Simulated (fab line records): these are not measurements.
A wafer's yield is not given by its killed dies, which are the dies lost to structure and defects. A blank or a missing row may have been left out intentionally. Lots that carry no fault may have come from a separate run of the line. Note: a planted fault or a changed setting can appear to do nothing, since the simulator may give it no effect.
Struck lot and sound lot, side by side -- flow n5Finfet -- 17 out of 1938 route steps
Sound: these wafers, L772.1, L772.3, L772.6. Wafers L780.1, L780.6 were the ones struck. The cause is named last.
Each step with rows lists, per side, the tool, then ch with its chambers, then its first start. Under that, the readings that differ: sound wafers -- struck wafers -- difference of the means -- sigmas: that difference in standard deviations of wafers without a fault.
alike: words and numbers the same on both sides, and readings whose means are apart by under 2 such deviations; not compared: readings that were withheld, readings missing a value for some wafer, numbers with overlapping values and no deviation given by the record, and bounds like >300 which may hide the same value.
The two part at a step that has a row with sigmas, a row that says differs or no value, or rows on one side only. Non-overlapping numbers with no deviation appear without sigmas and do not part them. A reading that every wafer of one side lacks parts them only if that side has two wafers or more.

first, 4 steps without rows for these wafers: N5_BEOL_M10_HM_STRIP_39 (strips TiN in peroxide tin strip, target depth 25 nm, time 158 s); N5_BEOL_M10_SRD_40 (time 30 s); N5_BEOL_M10_PRECLEAN_42 (cleans in residue remover, time 60 s); N5_BEOL_M10_SRD_43 (time 30 s).
N5_BEOL_M10_CD_MEAS_35: the cd target is 70 nm.
  sound: cdSem-01 at day 12 15:02; struck: cdSem-03 at day 14 01:29
  alike: cdNm
N5_BEOL_M10_CURE_72: cures SiCOH lowk, time 120 s.
  sound on uvCure-02 ch 1, day 12 15:05; struck on uvCure-02 ch 0, day 14 01:31
  alike: lampPowerPct, wafer_temp_C_max
N5_BEOL_M10_DEGAS_44: time 60 s.
  sound: pvdSputter-03 at day 12 17:05; struck: pvdSputter-03 at day 14 01:57
  alike: heaterPowerW
N5_BEOL_M10_PRE_CLEAN_45: time 30 s.
  sound: pvdSputter-03 at day 12 17:07; struck: pvdSputter-03 at day 14 01:59
  alike: heaterPowerW
then, 1 step without rows for these wafers: N5_BEOL_M10_ALD_74 (deposits TaN, target thk 2 nm, pulse time 2 s, purge time 3 s).
N5_BEOL_M10_SURFACE_TREAT_76:
  sound: pvdSputter-02 at day 12 17:31; struck: pvdSputter-03 at day 14 02:39
  not compared: throttleValvePct
then, 2 steps without rows for these wafers: N5_BEOL_M10_CVD_75 (deposits Co from CCTBA/H2, target thk 2 nm, time 138.9 s); N5_BEOL_M10_SPUTTER_48 (material Cu, target thk 12 nm, time 2 s).
N5_BEOL_M10_ECD_50: material Cu, target thk 318 nm.
  sound on ecdCu-01 ch 0, day 12 17:49; struck on ecdCu-01 ch 0,1, day 14 02:58
reading,sound,struck,difference,sigmas
model.Cu_of_BEOL_M10_ECD_50.thkNm (nm),320 313.6 316.8,548.4 545.2,+230.0,
N5_BEOL_M10_ANNEAL_51: time 90 s.
  sound on rtpAnneal-02 ch 0, day 12 17:55; struck on rtpAnneal-01 ch 0, day 14 03:20
  alike: wafer_temp_C_max
N5_BEOL_M10_CMP_52: polishes, stops on SiCOH lowk, t overpolish 7 s, target thk 140 nm.
  sound on cmp-01 ch 0,1, day 12 18:13; struck on cmp-02 ch 2, day 14 03:38
reading,sound,struck,difference,sigmas
timeToEndpointS (s),67.1 64.1 69.9,112.6 114.1,+46.3,+15
  alike: clearingPlatenRpm, motorCurrentA
N5_BEOL_M10_THK_MEAS_53: measures by xrf.
  sound: filmMetro-01 at day 12 18:31; struck: filmMetro-01 at day 14 03:56
  alike: M10_THK
N5_PASSIVATION_PROBE_49:
  sound: prober-02 at day 15 07:06; struck: prober-01 at day 16 00:55
  alike: defectLimitedYield, killed_at_M0_to_M3, killed_at_M4_up, killedAtContacts, killedAtFrontEnd, killedAtOther, killedDies, killedOpen, killedShort, sort_bin_5_function, sort_bin_6_memory, sort_bin_8_speed, sortNPass, sortYieldPct

WHERE THEY PART
Only at N5_BEOL_M10_CMP_52, as far as this record shows. Later steps at which nothing parts them and some readings are alike: N5_BEOL_M10_THK_MEAS_53, N5_PASSIVATION_PROBE_49.

WHY: what the simulator had put in
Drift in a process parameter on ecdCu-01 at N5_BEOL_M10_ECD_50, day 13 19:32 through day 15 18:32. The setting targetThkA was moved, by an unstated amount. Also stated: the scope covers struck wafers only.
